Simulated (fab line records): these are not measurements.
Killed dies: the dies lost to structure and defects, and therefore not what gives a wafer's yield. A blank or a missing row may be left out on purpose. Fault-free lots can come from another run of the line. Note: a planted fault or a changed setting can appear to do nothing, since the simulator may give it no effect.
fab line records | flow nand_harc
[record] lots = 6 | wafers = 18 | last_day = 33
route steps=1302 shown A_STAIRCASE@824 END@1302
lots with no fault: from the same line, run without faults
start_h: start of the lot's first displayed wafer, in hours after the record's first day | wait_h: hours since the lot's step before | " identical to the entry in the row above | L1.1+2: one row covering several wafers at once | - no value present, or no start provided | * or withheld: withheld | < > ~ a bound
route shown NAME@n: a module of which the file shows steps, and the number in the route of the first | usual: mean/standard deviation taken from wafers without a fault | same: alike in all rows | chamber/n: place in a boat | sites: per-site readings | _std_site: the standard deviation of these | _edge_site: the outer-site mean with the inner-site mean subtracted | radius_mm: how far each site lies from the wafer's centre | mask NAME#n: copy n | behind: the last tool/chamber to shape the wafer | hold: why the lot went on hold/how many hours it stayed there/how the hold came to an end | device: transistor that didn't switch, given as n, p or np | end of line: the tests these same wafers got at the end of their route | step lacking rows: just its recipe | killed: dies that structure and defects cost at the first sort, which is not the same as the wafer's yield | map: per-die view of a wafer (x killed, . not killed, _ where there is no die)
set.NAME: the setting as run; set.NAME@STEP: as run at that earlier step | model.NAME: the simulator's own value behind a step, which no gauge read
lots seen at some steps along the route; tables by step, rows by wafer
services: when a tool's chamber went out of use (start_h, in hours from the record's first day, below 0 if earlier), for how many hours, and the reason
[[steps]]
[step NHARC_A_STAIRCASE_EBR_306]
[step NHARC_A_STAIRCASE_EXPOSE_307]
[recipe] na = 0.5 | dose_mj = 45.72 | mask_id = CHOP_50
[step NHARC_A_STAIRCASE_PEB_308]
[recipe] peb_temp_c = 115 | peb_time_s = 130
[step NHARC_A_STAIRCASE_DEVELOP_309]
[recipe] time_s = 140
[step NHARC_A_STAIRCASE_HARDBAKE_311]
[recipe] temp_c = 120 | time_s = 140
[step NHARC_A_STAIRCASE_DESCUM_312]
[recipe] time_s = 3 | o2_flow_sccm = 200 | ar_flow_sccm = 0 | bias_power_w = 0 | chemistry = O2
[usual] drypump_motor_current_A = 5.9/0.57 | mfc_ar_sccm = 0.008/0.0073 | oes_product_au = 1.000/0.0097 | rf_vpp_V = 57.8/0.91 | showerhead_plenum_p_Torr = 1.92/0.095 | throttle_valve_pct = 11.312/0.0095
lot.wafer | tool        | chamber | start_h | wait_h | drypump_motor_current_A | mfc_ar_sccm | oes_product_au | rf_hours_counter_h | rf_vpp_V | showerhead_plenum_p_Torr | throttle_valve_pct
L397.4    | rie_diel-13 | 0       | 413.52  | -      | 5.1                     | 0.019       | 0.997          | 16                 | 58.3     | 1.90                     | 11.299
L397.1    | "           | 1       | "       | "      | 6.6                     | 0           | 1.010          | 18                 | 58.2     | 1.79                     | 11.314
L397.5    | "           | 2       | "       | "      | 6.0                     | 0.016       | 1.001          | -                  | 59.7     | 2.07                     | 11.331
L398.1    | rie_diel-08 | 1       | 432.93  | -      | 6.5                     | 0.006       | 0.994          | 18                 | 58.6     | 1.86                     | 11.320
L398.3    | "           | 3       | "       | "      | 6.3                     | 0           | 0.996          | 20                 | 56.9     | 2.05                     | 11.311
L398.6    | "           | 0       | "       | "      | 4.8                     | 0.011       | 1.002          | -                  | 56.9     | 2.07                     | 11.310
L407.4    | rie_diel-08 | 1       | 528.50  | -      | 6.5                     | 0.006       | 1.000          | 54                 | 56.3     | 1.85                     | 11.304
L407.5    | "           | 3       | "       | "      | 6.3                     | 0           | 0.982          | -                  | 58.9     | 2.04                     | 11.307
L407.6    | "           | 0       | "       | "      | 4.9                     | 0.011       | 1.005          | -                  | 58.9     | 2.06                     | 11.314
L411.2    | rie_diel-08 | 2       | 537.65  | -      | 5.5                     | 0           | 0.999          | 57                 | 56.7     | 1.92                     | 11.295
L411.3    | "           | 3       | "       | "      | 6.2                     | 0           | 0.981          | 61                 | 58.1     | 2.04                     | 11.325
L411.4    | "           | 0       | "       | "      | 4.8                     | 0.011       | 1.003          | 61                 | 58.8     | 2.06                     | 11.306
L412.4    | rie_diel-08 | 3       | 555.43  | -      | 6.3                     | 0           | 0.986          | 0                  | 56.9     | 2.03                     | 11.289
L412.3    | "           | 0       | "       | "      | 4.8                     | 0.011       | 1.012          | 0                  | 58.7     | 2.05                     | 11.305
L412.6    | "           | 1       | "       | "      | 6.5                     | 0.006       | 1.010          | -                  | 56.1     | 1.85                     | 11.323
L416.3    | rie_diel-08 | 2       | 609.64  | -      | 5.5                     | 0           | 1.013          | 16                 | 57.6     | 1.91                     | 11.323
L416.2    | "           | 0       | "       | "      | 4.9                     | 0.011       | 1.000          | 17                 | 57.6     | 2.05                     | 11.318
L416.5    | "           | 1       | "       | "      | 6.5                     | 0.006       | 1.013          | -                  | 57.9     | 1.85                     | 11.320
[step NHARC_A_STAIRCASE_ETCH_313]
[recipe] cf4_flow_sccm = 100 | chf3_flow_sccm = 30 | ar_flow_sccm = 0 | rf_w = 500 | bias_w = 200 | chemistry = CF4/CHF3
[usual] drypump_motor_current_A = 5.9/0.57 | mfc_ar_sccm = 0.008/0.0073 | oes_product_au = 0.931/0.017 | rf_vpp_V = 371.0/2.6 | showerhead_plenum_p_Torr = 1.59/0.078 | throttle_valve_pct = 16.803/0.0087
lot.wafer | tool        | chamber | start_h | wait_h | drypump_motor_current_A | mfc_ar_sccm | oes_product_au | rf_hours_counter_h | rf_vpp_V | showerhead_plenum_p_Torr | throttle_valve_pct
L397.1    | rie_diel-13 | 2       | 413.59  | 0.1    | 6.0                     | 0.016       | 0.911          | 18                 | 374.0    | 1.70                     | 16.809
L397.4    | "           | 3       | "       | "      | 5.8                     | 0.013       | 0.926          | 16                 | 371.8    | 1.59                     | 16.803
L397.5    | "           | 2       | "       | "      | 6.0                     | 0.016       | 0.927          | -                  | 375.3    | 1.70                     | 16.802
L398.1    | rie_diel-08 | 3       | 433.01  | 0.1    | 6.3                     | 0           | 0.920          | 20                 | 375.7    | 1.68                     | 16.792
L398.3    | "           | 0       | "       | "      | 4.8                     | 0.011       | 0.930          | 20                 | 373.6    | 1.69                     | 16.798
L398.6    | "           | 3       | "       | "      | 6.3                     | 0           | 0.920          | -                  | 374.6    | 1.68                     | 16.795
L407.4    | rie_diel-08 | 1       | 528.65  | 0.1    | 6.5                     | 0.006       | 0.926          | 54                 | 368.4    | 1.53                     | 16.807
L407.5    | "           | 2       | "       | "      | 5.5                     | 0           | 0.914          | -                  | 371.7    | 1.58                     | 16.803
L407.6    | "           | 3       | "       | "      | 6.3                     | 0           | 0.914          | -                  | 373.0    | 1.67                     | 16.801
L411.3    | rie_diel-08 | 3       | 537.74  | 0.1    | 6.3                     | 0           | 0.920          | 61                 | 373.9    | 1.67                     | 16.806
L411.2    | "           | 0       | "       | "      | 4.8                     | 0.011       | 0.931          | 61                 | 374.3    | 1.68                     | 16.815
L411.4    | "           | 1       | "       | "      | 6.5                     | 0.006       | 0.922          | 59                 | 369.5    | 1.52                     | 16.797
L412.4    | rie_diel-08 | 0       | 555.50  | 0.1    | 4.8                     | 0.011       | 0.978          | 0                  | 375.1    | 1.68                     | 16.797
L412.3    | "           | 3       | "       | "      | 6.3                     | 0           | 0.973          | 0                  | 374.6    | 1.67                     | 16.797
L412.6    | "           | 0       | "       | "      | 4.8                     | 0.011       | 0.984          | -                  | 375.6    | 1.68                     | 16.799
L416.2    | rie_diel-08 | 3       | 609.72  | 0.1    | 6.2                     | 0           | 0.915          | 19                 | 373.8    | 1.66                     | 16.812
L416.3    | "           | 1       | "       | "      | 6.5                     | 0.006       | 0.939          | 12                 | 368.9    | 1.52                     | 16.814
L416.5    | "           | 3       | "       | "      | 6.3                     | 0           | 0.919          | -                  | 372.6    | 1.66                     | 16.813
[step NHARC_A_STAIRCASE_HM_OPEN_463]
[recipe] o2_flow_sccm = 400 | cos_flow_sccm = 20 | ar_flow_sccm = 0 | rf_w = 500 | bias_w = 300 | chemistry = O2/COS
[usual] drypump_motor_current_A = 5.9/0.57 | mfc_ar_sccm = 0.008/0.0072 | oes_product_au = 0.999/0.0083 | rf_vpp_V = 468/3.3 | showerhead_plenum_p_Torr = 3.15/0.14 | throttle_valve_pct = 28.330/0.0087
lot.wafer | tool        | chamber | start_h | wait_h | drypump_motor_current_A | mfc_ar_sccm | oes_product_au | rf_hours_counter_h | rf_vpp_V | showerhead_plenum_p_Torr | throttle_valve_pct
L397.1    | rie_diel-13 | 2       | -       | -      | 6.0                     | 0.016       | 1.016          | 18                 | 473      | 3.36                     | 28.330
L397.4    | "           | 0       | "       | "      | 5.1                     | 0.019       | 0.999          | 16                 | 468      | 3.10                     | 28.321
L397.5    | "           | 2       | "       | "      | 6.0                     | 0.016       | 1.006          | -                  | 472      | 3.36                     | 28.318
L398.1    | rie_diel-08 | 0       | -       | -      | 4.9                     | 0.011       | 1.003          | 20                 | 472      | 3.36                     | 28.334
L398.3    | "           | 3       | "       | "      | 6.3                     | 0           | 0.997          | 20                 | 472      | 3.33                     | 28.340
L398.6    | "           | 1       | "       | "      | 6.5                     | 0.006       | 0.993          | -                  | 465      | 3.04                     | 28.321
L407.4    | rie_diel-08 | 2       | -       | -      | 5.5                     | 0           | 0.999          | 53                 | 468      | 3.13                     | 28.323
L407.5    | "           | 3       | "       | "      | 6.3                     | 0           | 0.979          | -                  | 471      | 3.31                     | 28.316
L407.6    | "           | 0       | "       | "      | 4.9                     | 0.011       | 0.998          | -                  | 472      | 3.34                     | 28.329
L411.4    | rie_diel-08 | 3       | -       | -      | 6.3                     | 0           | 0.993          | 61                 | 472      | 3.31                     | 28.320
L411.2    | "           | 0       | "       | "      | 4.9                     | 0.011       | 1.011          | 61                 | 472      | 3.34                     | 28.331
L411.3    | "           | 1       | "       | "      | 6.5                     | 0.006       | 1.008          | 59                 | 466      | 3.03                     | 28.339
L412.4    | rie_diel-08 | 0       | -       | -      | 4.9                     | 0.011       | 0.994          | 0                  | 472      | 3.34                     | 28.331
L412.3    | "           | 2       | "       | "      | 5.5                     | 0           | 1.009          | 0                  | 468      | 3.12                     | 28.327
L412.6    | "           | 0       | "       | "      | 4.9                     | 0.011       | 0.997          | -                  | 471      | 3.34                     | 28.311
L416.2    | rie_diel-08 | 1       | -       | -      | 6.5                     | 0.006       | 1.010          | 12                 | 464      | 3.02                     | 28.332
L416.3    | "           | 3       | "       | "      | 6.3                     | 0           | 0.986          | 19                 | 470      | 3.30                     | 28.321
L416.5    | "           | 2       | "       | "      | 5.5                     | 0           | 1.011          | -                  | 467      | 3.12                     | 28.339
[step NHARC_A_STAIRCASE_STRIP_464]
[recipe] o2_flow_sccm = 400 | cos_flow_sccm = 20 | ar_flow_sccm = 0 | bias_w = 0 | chemistry = O2/COS
[step NHARC_A_STAIRCASE_ETCH_453]
[recipe] target_depth_a = 300 | overetch_a = 30 | time_s = 16.5 | ion_energy_ev = 100 | cf4_flow_sccm = 80 | o2_flow_sccm = 20 | ar_flow_sccm = 0 | rf_w = 300 | bias_w = 100 | chemistry = CF4/O2
[usual] drypump_motor_current_A = 5.9/0.57 | mfc_ar_sccm = 0.008/0.0072 | oes_ar_750_au = 1.000/0.0048 | oes_product_au = 1.000/0.0091 | rf_vpp_V = 198.0/1.4 | showerhead_plenum_p_Torr = 1.34/0.066 | throttle_valve_pct = 13.398/0.0083
lot.wafer | tool        | chamber | start_h | wait_h | drypump_motor_current_A | mfc_ar_sccm | oes_ar_750_au | oes_product_au | rf_hours_counter_h | rf_vpp_V | showerhead_plenum_p_Torr | throttle_valve_pct
L397.1    | rie_diel-13 | 2       | -       | -      | 6.0                     | 0.016       | 0.993         | 1.002          | 18                 | 199.5    | 1.44                     | 13.395
L397.4    | "           | 0       | "       | "      | 5.1                     | 0.019       | 1.007         | 1.001          | 16                 | 198.8    | 1.33                     | 13.405
L397.5    | "           | 2       | "       | "      | 6.0                     | 0.016       | 1.002         | 0.997          | -                  | 199.5    | 1.44                     | 13.416
L398.3    | rie_diel-08 | 2       | -       | -      | 5.5                     | 0           | 0.996         | 1.000          | 20                 | 197.9    | 1.34                     | 13.401
L398.1    | "           | 3       | "       | "      | 6.3                     | 0           | 1.001         | 0.998          | 20                 | 197.7    | 1.43                     | 13.385
L398.6    | "           | 3       | "       | "      | 6.3                     | 0           | 1.007         | 0.989          | -                  | 199.3    | 1.43                     | 13.386
L407.4    | rie_diel-08 | 3       | -       | -      | 6.3                     | 0           | 0.994         | 0.981          | 55                 | 201.5    | 1.42                     | 13.380
L407.5    | "           | 2       | "       | "      | 5.6                     | 0           | 0.991         | 0.989          | -                  | 197.7    | 1.34                     | 13.393
L407.6    | "           | 3       | "       | "      | 6.3                     | 0           | 1.000         | 0.979          | -                  | 198.8    | 1.42                     | 13.401
L411.4    | rie_diel-08 | 0       | -       | -      | 4.8                     | 0.011       | 0.997         | 0.991          | 61                 | 200.4    | 1.43                     | 13.402
L411.3    | "           | 2       | "       | "      | 5.5                     | 0           | 0.998         | 0.994          | 57                 | 198.7    | 1.34                     | 13.410
L411.2    | "           | 3       | "       | "      | 6.3                     | 0           | 1.002         | 1.000          | 61                 | 199.3    | 1.42                     | 13.401
L412.4    | rie_diel-08 | 0       | -       | -      | 4.8                     | 0.011       | 1.000         | 0.993          | 0                  | 199.1    | 1.43                     | 13.391
L412.3    | "           | 2       | "       | "      | 5.5                     | 0           | 0.998         | 1.013          | 0                  | 198.8    | 1.34                     | 13.391
L412.6    | "           | 1       | "       | "      | 6.5                     | 0.006       | 0.999         | 1.015          | -                  | 196.1    | 1.29                     | 13.404
L416.2    | rie_diel-08 | 0       | -       | -      | 4.8                     | 0.011       | 1.001         | 0.988          | 17                 | 199.2    | 1.43                     | 13.409
L416.3    | "           | 2       | "       | "      | 5.5                     | 0           | 0.996         | 1.008          | 16                 | 198.2    | 1.33                     | 13.401
L416.5    | "           | 1       | "       | "      | 6.5                     | 0.006       | 0.998         | 1.011          | -                  | 198.4    | 1.29                     | 13.397
[step NHARC_A_STAIRCASE_ETCH_315]
[recipe] target_depth_a = 25000 | time_s = 607.1 | ion_energy_ev = 800 | c4f8_flow_sccm = 80 | o2_flow_sccm = 60 | ar_flow_sccm = withheld | rf_w = 600 | bias_w = 3000 | chemistry = C4F8/O2/Ar
[usual] oes_product_au = 0.932/0.009 | rf_vpp_V = 1828/12
lot.wafer | tool        | chamber | start_h | wait_h | oes_product_au | rf_hours_counter_h | rf_vpp_V
L397.1    | rie_diel-13 | 1       | -       | -      | 0.932          | 18                 | 1812
L397.4    | "           | 3       | "       | "      | 0.936          | 16                 | 1832
L397.5    | "           | 0       | "       | "      | 0.929          | -                  | 1825
L398.1    | rie_diel-08 | 2       | -       | -      | 0.932          | 20                 | 1831
L398.3    | "           | 3       | "       | "      | 0.927          | 20                 | 1844
L398.6    | "           | 2       | "       | "      | 0.939          | -                  | 1829
L407.4    | rie_diel-08 | 2       | -       | -      | 0.928          | 55                 | 1830
L407.5    | "           | 1       | "       | "      | 0.918          | -                  | 1819
L407.6    | "           | 2       | "       | "      | 0.915          | -                  | 1828
L411.3    | rie_diel-08 | 3       | -       | -      | 0.933          | 61                 | 1842
L411.4    | "           | 1       | "       | "      | 0.927          | 59                 | 1818
L411.2    | "           | 2       | "       | "      | 0.929          | 57                 | 1829
L412.3    | rie_diel-08 | 3       | -       | -      | 0.929          | 0                  | 1842
L412.4    | "           | 0       | "       | "      | 0.947          | 0                  | 1845
L412.6    | "           | 3       | "       | "      | 0.935          | -                  | 1840
L416.3    | rie_diel-08 | 0       | -       | -      | 0.928          | 17                 | 1845
L416.2    | "           | 1       | "       | "      | 0.942          | 13                 | 1818
L416.5    | "           | 0       | "       | "      | 0.933          | -                  | 1845
[step NHARC_A_STAIRCASE_STRIP_316]
[recipe] o2_flow_sccm = 500 | ar_flow_sccm = 0 | bias_w = 0 | chemistry = O2
[usual] bias_w = 0/0 | chamber_pressure_mTorr = 60.00/0.052 | drypump_motor_current_A = 5.9/0.58 | mfc_ar_sccm = 0.008/0.0072 | oes_product_au = 0.999/0.0091 | rf_vpp_V = 57.8/0.94 | showerhead_plenum_p_Torr = 3.55/0.17 | throttle_valve_pct = 17.037/0.01
lot.wafer | tool        | chamber | start_h | wait_h | bias_w | chamber_pressure_mTorr | drypump_motor_current_A | mfc_ar_sccm | oes_product_au | rf_hours_counter_h | rf_vpp_V | showerhead_plenum_p_Torr | throttle_valve_pct
L397.1    | rie_diel-13 | 0       | 414.59  | -      | 0      | 60.04                  | 5.1                     | 0.019       | 0.996          | 16                 | 58.4     | 3.50                     | 17.039
L397.4    | "           | 1       | "       | "      | 0      | 60.02                  | 6.7                     | 0           | 0.998          | 18                 | 57.3     | 3.32                     | 17.029
L397.5    | "           | 3       | "       | "      | 0      | 60.04                  | 5.8                     | 0.013       | 0.989          | -                  | 60.0     | 3.57                     | 17.032
L398.3    | rie_diel-08 | 1       | 433.98  | -      | 0      | 60.00                  | 6.5                     | 0.006       | 1.000          | 19                 | 57.6     | 3.44                     | 17.020
L398.1    | "           | 3       | "       | "      | 0      | 59.93                  | 6.3                     | 0           | 1.003          | 20                 | 58.3     | 3.76                     | 17.029
L398.6    | "           | 1       | "       | "      | 0      | 59.95                  | 6.5                     | 0.006       | 1.010          | -                  | 57.6     | 3.44                     | 17.034
L407.4    | rie_diel-08 | 0       | 532.55  | -      | -      | -                      | -                       | -           | -              | -                  | -        | -                        | -
L407.6    | "           | 0       | "       | "      | -      | -                      | -                       | -           | -              | -                  | -        | -                        | -
L407.5    | "           | 1       | "       | "      | -      | -                      | -                       | -           | -              | -                  | -        | -                        | -
L411.4    | rie_diel-08 | 0       | 538.68  | -      | -      | -                      | -                       | -           | -              | -                  | -        | -                        | -
L411.2    | "           | 1       | "       | "      | -      | -                      | -                       | -           | -              | -                  | -        | -                        | -
L411.3    | "           | 3       | "       | "      | -      | -                      | -                       | -           | -              | -                  | -        | -                        | -
L412.4    | rie_diel-08 | 1       | 556.45  | -      | 0      | 60.08                  | 6.5                     | 0.006       | 1.012          | 0                  | 56.5     | 3.42                     | 17.042
L412.3    | "           | 3       | "       | "      | 0      | 59.93                  | 6.3                     | 0           | 0.988          | 1                  | 59.5     | 3.74                     | 17.030
L412.6    | "           | 1       | "       | "      | 0      | 60.06                  | 6.5                     | 0.006       | 1.021          | -                  | 58.3     | 3.42                     | 17.030
L416.2    | rie_diel-08 | 0       | 610.69  | -      | 0      | 59.92                  | 4.9                     | 0.011       | 0.990          | 18                 | 58.5     | 3.76                     | 17.057
L416.3    | "           | 1       | "       | "      | 0      | 59.99                  | 6.5                     | 0.006       | 1.020          | 13                 | 56.3     | 3.41                     | 17.037
L416.5    | "           | 3       | "       | "      | 0      | 60.09                  | 6.3                     | 0           | 0.986          | -                  | 58.2     | 3.73                     | 17.021
[step NHARC_A_STAIRCASE_STRIP_317]
[recipe] time_s = 900 | temp_c = 130 | chemistry = SPM
[step NHARC_END_SORT_01]
[recipe] temp_c = 25
[usual] killed_at_array = 55/17 | killed_at_other = 1.1/1.6 | killed_at_periphery = 3.8/2.5 | killed_dies = 60/18 | killed_open = 3.3/1.9 | killed_short = 2.5/1.7
[same] gross_dies = 677
lot.wafer | tool      | chamber | start_h | wait_h | killed_at_array | killed_at_other | killed_at_periphery | killed_dies | killed_open | killed_short
L397.1    | prober-02 | 0       | 588.49  | 2.5    | 54              | 1               | 9                   | 64          | 4           | 3
L397.4    | prober-02 | 0       | 590.91  | 3.4    | 69              | 1               | 5                   | 75          | 6           | 5
L397.5    | prober-02 | 0       | 591.72  | 3.7    | 56              | 0               | 8                   | 64          | 4           | 2
L411.2    | prober-01 | 0       | 712.04  | 2.8    | 673             | 1               | 3                   | 677         | 2           | 0
L411.3    | prober-01 | 0       | 712.85  | 3.1    | 673             | 0               | 4                   | 677         | 4           | 3
L411.4    | prober-01 | 0       | 713.66  | 3.4    | 672             | 1               | 4                   | 677         | 2           | 4
L407.4    | prober-02 | 0       | 717.94  | 3.4    | 673             | 0               | 4                   | 677         | 1           | 3
L407.5    | prober-02 | 0       | 718.74  | 3.7    | 672             | 0               | 5                   | 677         | 6           | 2
L407.6    | prober-02 | 0       | 719.54  | 4.0    | 670             | 0               | 7                   | 677         | 3           | 3
// killed by level:class
L397.1 A_CHANNEL_HOLE_D1:chamber_film_flake=22 A_SLIT:chamber_film_flake=21 P_M0:chamber_film_flake=4 A_CHANNEL_HOLE_D2:chamber_film_flake=4 A_SGD_CUT:chamber_film_flake=2 P_M0:geometric_particle:short=1 P_M0:geometric_particle:open=1 P_M1:geometric_particle:open=1
L397.4 A_CHANNEL_HOLE_D1:chamber_film_flake=25 A_SLIT:chamber_film_flake=16 A_CHANNEL_HOLE_D2:chamber_film_flake=10 A_CONTACT:chamber_film_flake=4 A_SGD_CUT:chamber_film_flake=3 A_CHANNEL_FILL_D2:geometric_particle:open=2 P_CONTACT:geometric_particle:open=1 P_M1:geometric_particle:open=1
L397.5 A_SLIT:chamber_film_flake=26 A_CHANNEL_HOLE_D1:chamber_film_flake=16 P_M0:chamber_film_flake=5 A_CHANNEL_HOLE_D2:chamber_film_flake=4 A_CONTACT:chamber_film_flake=3 A_BLC:geometric_particle:open=2 P_GATE:geometric_particle:short=1 A_ONON_D1:geometric_particle:open=1
L411.2 A_STAIRCASE:area_strip=586 A_CHANNEL_HOLE_D1:chamber_film_flake=31 A_SLIT:chamber_film_flake=28 A_CHANNEL_HOLE_D2:chamber_film_flake=13 A_STAIRCASE:chamber_film_flake=6 A_CONTACT:geometric_particle:open=2 P_GATE:chamber_film_flake=2 A_ZERO_WELL:chamber_film_flake=2
L411.3 A_STAIRCASE:area_strip=610 A_CHANNEL_HOLE_D1:chamber_film_flake=23 A_SLIT:chamber_film_flake=18 A_CONTACT:chamber_film_flake=6 A_CHANNEL_HOLE_D2:chamber_film_flake=5 P_M2:chamber_film_flake=3 A_CHANNEL_FILL_D2:chamber_film_flake=2 A_STAIRCASE:chamber_film_flake=2
L411.4 A_STAIRCASE:area_strip=581 A_CHANNEL_HOLE_D1:chamber_film_flake=30 A_SLIT:chamber_film_flake=30 A_CHANNEL_HOLE_D2:chamber_film_flake=10 A_STAIRCASE:chamber_film_flake=5 A_CONTACT:chamber_film_flake=5 A_WL_FILL:geometric_particle:short=2 P_STI:chamber_film_flake=2
L407.4 A_STAIRCASE:area_strip=615 A_CHANNEL_HOLE_D1:chamber_film_flake=35 A_CHANNEL_HOLE_D2:chamber_film_flake=11 A_CONTACT:chamber_film_flake=3 P_GATE:chamber_film_flake=2 A_SGD_CUT:geometric_particle:short=2 P_STI:chamber_film_flake=2 A_DECK1_JOINT:chamber_film_flake=2
L407.5 A_STAIRCASE:area_strip=612 A_CHANNEL_HOLE_D1:chamber_film_flake=28 A_CHANNEL_HOLE_D2:chamber_film_flake=14 A_SLIT:chamber_film_flake=6 P_M2:chamber_film_flake=3 A_CONTACT:chamber_film_flake=3 A_BLC:geometric_particle:open=2 A_STAIRCASE:chamber_film_flake=2
L407.6 A_STAIRCASE:area_strip=596 A_CHANNEL_HOLE_D1:chamber_film_flake=31 A_CHANNEL_HOLE_D2:chamber_film_flake=22 A_CONTACT:chamber_film_flake=7 P_M2:chamber_film_flake=5 A_DECK1_JOINT:chamber_film_flake=3 A_SLIT:chamber_film_flake=3 A_ONON_D1:geometric_particle:open=2
// map L407.4 (x killed, . not)
____________x____________
_________xxxxxxx_________
_______xxxxxxxxxxx_______
______xxxxxxxxxxxxx______
_____xxxxxxxxxxxxxxx_____
____xxxxxxxxxxxxxxxxx____
____xxxxxxxxxxxxxxxxx____
___xxxxxxxxxxxxxxxxxxx___
___xxxxxxxxxxxxxxxxxxx___
__xxxxxxxxxxxxxxxxxxxxx__
__xxxxxxxxxxxxxxxxxxxxx__
_xxxxxxxxxxxxxxxxxxxxxxx_
_xxxxxxxxxxxxxxxxxxxxxxx_
_xxxxxxxxxxxxxxxxxxxxxxx_
_xxxxxxxxxxxxxxxxxxxxxxx_
_xxxxxxxxxxxxxxxxxxxxxxx_
xxxxxxxxxxxxxxxxxxxxxxxxx
xxxxxxxxxxxxxxxxxxxxxxxxx
xxxxxxxxxxxxxxxxxxxxxxxxx
xxxxxxxxxxxxxxxxxxxxxxxxx
xxxxxxxxxxxxxxxxxxxxxxxxx
_xxxxxxxxxxxxxxxxxxxxxxx_
_xxxxxxxxxxxxxxxxxxxxxxx_
_xxxxxxxxxxxxxxxxxxxxxxx_
_xxxxxxxxxxxxxxxxxxxxxxx_
_xxxxxxxxxxxxxxxxxxxxxxx_
__xxxxxxxxxxxxxxxxxxxxx__
__xxxxxxxxxxxxxxxxxxxxx__
___xxxxxxxxxxxxxxxxxxx___
___xxxxxxxxxxxxxxxxxxx___
____xxxxxxxxxxxxxxxxx____
____xxxxxxxxxxxxxxxxx____
_____xxxxxxxxxxxxxxx_____
______xxxxxxxxxxxxx______
_______xxxxxxxxxxx_______
_________xxxxxxx_________
____________x____________
// map L411.2 (x killed, . not)
____________x____________
_________xxxxxxx_________
_______xxxxxxxxxxx_______
______xxxxxxxxxxxxx______
_____xxxxxxxxxxxxxxx_____
____xxxxxxxxxxxxxxxxx____
____xxxxxxxxxxxxxxxxx____
___xxxxxxxxxxxxxxxxxxx___
___xxxxxxxxxxxxxxxxxxx___
__xxxxxxxxxxxxxxxxxxxxx__
__xxxxxxxxxxxxxxxxxxxxx__
_xxxxxxxxxxxxxxxxxxxxxxx_
_xxxxxxxxxxxxxxxxxxxxxxx_
_xxxxxxxxxxxxxxxxxxxxxxx_
_xxxxxxxxxxxxxxxxxxxxxxx_
_xxxxxxxxxxxxxxxxxxxxxxx_
xxxxxxxxxxxxxxxxxxxxxxxxx
xxxxxxxxxxxxxxxxxxxxxxxxx
xxxxxxxxxxxxxxxxxxxxxxxxx
xxxxxxxxxxxxxxxxxxxxxxxxx
xxxxxxxxxxxxxxxxxxxxxxxxx
_xxxxxxxxxxxxxxxxxxxxxxx_
_xxxxxxxxxxxxxxxxxxxxxxx_
_xxxxxxxxxxxxxxxxxxxxxxx_
_xxxxxxxxxxxxxxxxxxxxxxx_
_xxxxxxxxxxxxxxxxxxxxxxx_
__xxxxxxxxxxxxxxxxxxxxx__
__xxxxxxxxxxxxxxxxxxxxx__
___xxxxxxxxxxxxxxxxxxx___
___xxxxxxxxxxxxxxxxxxx___
____xxxxxxxxxxxxxxxxx____
____xxxxxxxxxxxxxxxxx____
_____xxxxxxxxxxxxxxx_____
______xxxxxxxxxxxxx______
_______xxxxxxxxxxx_______
_________xxxxxxx_________
____________x____________
[[services]]
tool        | chamber | start_h | hours | kind
rie_diel-08 | 0       | 401.34  | -     | clean
rie_diel-08 | 1       | 401.34  | -     | clean
rie_diel-08 | 2       | 401.34  | -     | clean
rie_diel-08 | 3       | 401.34  | -     | clean
rie_diel-08 | 0       | 425.94  | -     | clean
rie_diel-08 | 1       | 425.94  | -     | clean
rie_diel-08 | 2       | 425.94  | -     | clean
rie_diel-08 | 3       | 425.94  | -     | clean
rie_diel-08 | 0       | 450.47  | -     | clean
rie_diel-08 | 1       | 450.47  | -     | clean
rie_diel-08 | 2       | 450.47  | -     | clean
rie_diel-08 | 3       | 450.47  | -     | clean
rie_diel-08 | 0       | 462.37  | 9.5   | repair
rie_diel-13 | 0       | 471.12  | 7.6   | repair
rie_diel-08 | 0       | 475.04  | -     | clean
rie_diel-08 | 1       | 475.04  | -     | clean
rie_diel-08 | 2       | 475.04  | -     | clean
rie_diel-08 | 3       | 475.04  | -     | clean
rie_diel-08 | 0       | 499.57  | -     | clean
rie_diel-13 | -       | 519.35  | 9.0   | pm
rie_diel-08 | -       | 544.93  | 9.0   | pm
rie_diel-08 | 1       | 558.67  | 8.7   | repair
rie_diel-13 | 3       | 570.33  | 8.1   | repair
rie_diel-08 | -       | 586.61  | 0.7   | repair
[[key]]
[first_sign] step = NHARC_A_STAIRCASE_STRIP_316 | reading = tool_record | direction = missing
[effect] step = NHARC_END_SORT_01 | reading = killed_at_array | direction = up | sigmas = 35 | usual = 55 | struck = 672
[more_kills_born_at] NHARC_A_STAIRCASE_STRIP_316@rie_diel-08 = 3600
met_at NHARC_A_STAIRCASE_STRIP_316
struck_wafers L407.4,L407.5,L407.6,L411.2,L411.3,L411.4
later_rows_left_out L407.4,L407.5,L407.6,L411.2,L411.3,L411.4
tester_left_out L407,L411
onset_between 433.98 532.55
[fault] kind = skipped_step_whole | tool = rie_diel-08 | chamber = - | onset_h = 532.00 | steps = NHARC_A_STAIRCASE_STRIP_316 | scope = struck_lots_only
// tester_left_out: of these lots the tester's yield and bins aren't shown, on N5 and GAA mostly nor the transistor test; their killed dies are dies lost to structure and defects alone, not to doping, threshold or leakage, so they don't give the yield
// later_rows_left_out: the simulator's readings of these wafers behind a module that went badly wrong aren't trusted and aren't shown, but for the sort
